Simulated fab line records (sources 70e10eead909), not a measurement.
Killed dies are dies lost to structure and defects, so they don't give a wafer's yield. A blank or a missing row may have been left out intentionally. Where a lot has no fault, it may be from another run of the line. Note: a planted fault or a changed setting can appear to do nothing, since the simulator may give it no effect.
Check of tool commonality    flow nandHarc    Sampled: 13 lots, 39 wafers

## REASON IT WAS OPENED
On 3 of the 13 lots, a flag is raised at NHARC_P_CONTACT_INSPECT_14 on the reading rawDefectCount. Fault-free wafers read 3.6, with a standard deviation of 1.9.
Rule: a lot is flagged in two cases, either no wafer of it has a number, or all its wafers with numbers fall more than 4 standard deviations from that mean. All remaining lots are regarded as sound.

lot   measured      on                rawDefectCount, wafer by wafer  flag
L253  day 5 22:07   defectInspect-01  6 4 5                           
L256  day 6 08:16   defectInspect-01  2 4 5                           
L257  day 6 08:52   defectInspect-02  3 2 4                           
L259  day 7 03:28   defectInspect-01  2 4 3                           
L260  day 7 07:59   defectInspect-02  3 2 4                           
L263  day 8 07:16   defectInspect-01  2 3 4                           
L266  day 8 20:08   defectInspect-02  3 1 3                           
L264  day 8 22:49   defectInspect-02  4 4 3                           
L268  day 9 15:16   defectInspect-02  810 865 823                     FLAGGED
L269  day 9 17:55   defectInspect-01  875 873 795                     FLAGGED
L267  day 9 21:35   defectInspect-02  805 858 837                     FLAGGED
L270  day 9 22:58   defectInspect-02  5 5 2                           
L276  day 11 03:28  defectInspect-02  8 7 3                           
On average the flagged lots read 837.9, which is +834.3 against the usual, or +99 or more standard deviations.

## LOT BY LOT: THE TOOL USED
2 process steps preceding the reading are held in the record, out of 1159 steps in the route. Every cell lists first the tool, next ch and the chambers used by the sampled wafers, and last the start.
lot   flag     NHARC_P_GATE_STRIP_113              NHARC_P_CONTACT_CMP_01
L253           plasmaAsher-02 ch 0,1, day 5 17:46  cmp-02 ch 0,1,2, day 5 21:10
L256           plasmaAsher-02 ch 0,1, day 6 04:05  cmp-04 ch 0,1,2, day 6 07:18
L257           plasmaAsher-01 ch 0,1, day 6 04:46  cmp-03 ch 1,2,3, day 6 07:55
L259           plasmaAsher-02 ch 0,1, day 6 23:04  cmp-03 ch 0,1,3, day 7 02:35
L260           plasmaAsher-02 ch 0,1, day 7 03:42  cmp-02 ch 0,1,2, day 7 07:02
L263           plasmaAsher-02 ch 0,1, day 8 02:58  cmp-03 ch 1,2,3, day 8 06:19
L266           plasmaAsher-01 ch 0, day 8 15:46    cmp-04 ch 0,1,3, day 8 19:12
L264           plasmaAsher-01 ch 0,1, day 8 18:40  cmp-03 ch 0,1, day 8 21:52
L268  FLAGGED  plasmaAsher-02 ch 0, day 9 10:45    cmp-03 ch 1,2,3, day 9 14:22
L269  FLAGGED  plasmaAsher-02 ch 0,1, day 9 13:40  cmp-03 ch 1,2,3, day 9 17:08
L267  FLAGGED  plasmaAsher-02 ch 0,1, day 9 17:10  cmp-03 ch 1,2,3, day 9 20:38
L270           plasmaAsher-02 ch 0,1, day 9 18:37  cmp-02 ch 0,2, day 9 22:07
L276           plasmaAsher-02 ch 1, day 10 23:13   cmp-04 ch 0,1,3, day 11 02:38
What these steps do:
- NHARC_P_GATE_STRIP_113: strips in N2/H2, time 740 s.
- NHARC_P_CONTACT_CMP_01: polishes SiO2, target thk 200 nm.
- NHARC_P_CONTACT_INSPECT_14

## FLAGGED OVER TOTAL, TOOL BY TOOL (the gauges that took the reading come last)
step                        tool              lots run  flagged  share of the flagged lots  sound lots run after its first flagged lot
NHARC_P_GATE_STRIP_113      plasmaAsher-01    3         0        none                       -
NHARC_P_GATE_STRIP_113      plasmaAsher-02    10        3        all                        2 (L270,L276)
NHARC_P_CONTACT_CMP_01      cmp-02            3         0        none                       -
NHARC_P_CONTACT_CMP_01      cmp-03            7         3        all                        0
NHARC_P_CONTACT_CMP_01      cmp-04            3         0        none                       -
NHARC_P_CONTACT_INSPECT_14  defectInspect-01  5         1        some                       0
NHARC_P_CONTACT_INSPECT_14  defectInspect-02  8         2        some                       2 (L270,L276)

## THE TABLE: WHAT IT ALLOWS
Rows of the table that ran all the flagged lots, 2 in number: plasmaAsher-02 at NHARC_P_GATE_STRIP_113; cmp-03 at NHARC_P_CONTACT_CMP_01.
- plasmaAsher-02 at NHARC_P_GATE_STRIP_113 ran 10 lots, 3 of them flagged. Sound lots ran on it after the first flagged one (L270, L276), which a lasting fault on the whole tool wouldn't allow.
- cmp-03 at NHARC_P_CONTACT_CMP_01 ran 7 lots, 3 of them flagged. Last sound lot L264 at day 8 21:52, first flagged lot L268 at day 9 14:22; a fault beginning in between fits.
cmp-03 at NHARC_P_CONTACT_CMP_01 is the single tool remaining.

## WHAT THE SIMULATOR HAD INSERTED
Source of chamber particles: cmp-03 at NHARC_P_CONTACT_CMP_01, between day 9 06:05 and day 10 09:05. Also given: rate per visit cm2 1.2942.
Lots struck among those shown: L268, L269, L267. The rule above reached the same finding.
